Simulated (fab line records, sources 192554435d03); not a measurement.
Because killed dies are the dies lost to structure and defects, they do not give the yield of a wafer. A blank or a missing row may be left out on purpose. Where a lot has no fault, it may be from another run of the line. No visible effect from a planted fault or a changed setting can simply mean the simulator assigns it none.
Split-lot experiment -- flow n5_finfet -- 21 wafers read across 7 lots, on a route 1938 steps long

== SPLIT DETAILS ==
At N5_BEOL_M15_SPUTTER_43 (material TaN, target thk 15 nm, time 24.19 s), the setting time_s was moved away from the recipe's 24.19 s on 4 of the 21 wafers read, by -7.8% to +15.0%. All remaining wafers had this setting at the recipe value.

The reading is taken at the split's own step.

== THE READING ==
TaN_of_BEOL_M15_SPUTTER_43.thk_nm (the simulator's own value, which no gauge read), in nm, at N5_BEOL_M15_SPUTTER_43 (material TaN, target thk 15 nm, time 24.19 s). The file gives no usual value for it. Here, 17 wafers ran the recipe; their average is 15.0 nm with a standard deviation of 0.18 nm.

wafer,"tool, chamber at the split","time_s as run, s",against the recipe,"TaN_of_BEOL_M15_SPUTTER_43.thk_nm, nm",against lot-mates on the recipe
L074.1,"pvd_sputter-02, -",24.19,recipe,15.2,-
L074.2,"pvd_sputter-02, -",24.19,recipe,15.2,-
L074.3,"pvd_sputter-02, -",24.19,recipe,15,-
L076.2,"pvd_sputter-03, -",24.19,recipe,15,-
L076.6,"pvd_sputter-03, -",24.19,recipe,15,-
L076.3,"pvd_sputter-03, -",24.19,recipe,14.8,-
L080.1,"pvd_sputter-03, -",24.19,recipe,14.8,-
L080.3,"pvd_sputter-03, -",24.19,recipe,14.8,-
L080.6,"pvd_sputter-03, -",24.19,recipe,14.6,-
L078.4,"pvd_sputter-03, -",24.19,recipe,15,-
L078.5,"pvd_sputter-03, -",22.3,-7.8%,13.6,-1.3
L078.6,"pvd_sputter-03, -",24.19,recipe,14.8,-
L084.1,"pvd_sputter-02, -",22.35,-7.6%,13.8,-1.1
L084.2,"pvd_sputter-02, -",24.19,recipe,15,-
L084.4,"pvd_sputter-02, -",24.19,recipe,14.8,-
L089.2,"pvd_sputter-02, -",24.19,recipe,15.4,-
L089.4,"pvd_sputter-02, -",27.82,+15.0%,17.6,+2.2
L089.6,"pvd_sputter-02, -",27.82,+15.0%,17.6,+2.2
L093.2,"pvd_sputter-01, -",24.19,recipe,15,-
L093.5,"pvd_sputter-01, -",24.19,recipe,15,-
L093.6,"pvd_sputter-01, -",24.19,recipe,15,-

FIT RESULTS
A straight line over all 21 wafers: TaN_of_BEOL_M15_SPUTTER_43.thk_nm changes by +0.173 nm for each +1% of time_s; r = +0.98; the points scatter about the line by 0.18 nm.
The same after taking each lot's own level away (the mean of its wafers on the recipe; 21 wafers): +0.149 nm for each +1%; r = +0.99; scatter 0.086 nm.
That fit puts the effect of the largest move of time_s on the reading at 2.2 nm.
The lots' own levels span 14.73 to 15.40 nm, that is 3.6 times the standard deviation above.
So the slope is not independent of the lot-to-lot level: the two fits are not the same.
Check: with one of the wafers moved furthest among these (+15.0%) left out of the fit, the line predicts +2.24 nm for it against its lot-mates. It came out at +2.2 nm against them.

== THE FILE'S OWN FIT ==
TaN_of_BEOL_M15_SPUTTER_43.thk_nm changes by +0.15 nm for each +1% of time_s, r = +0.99.
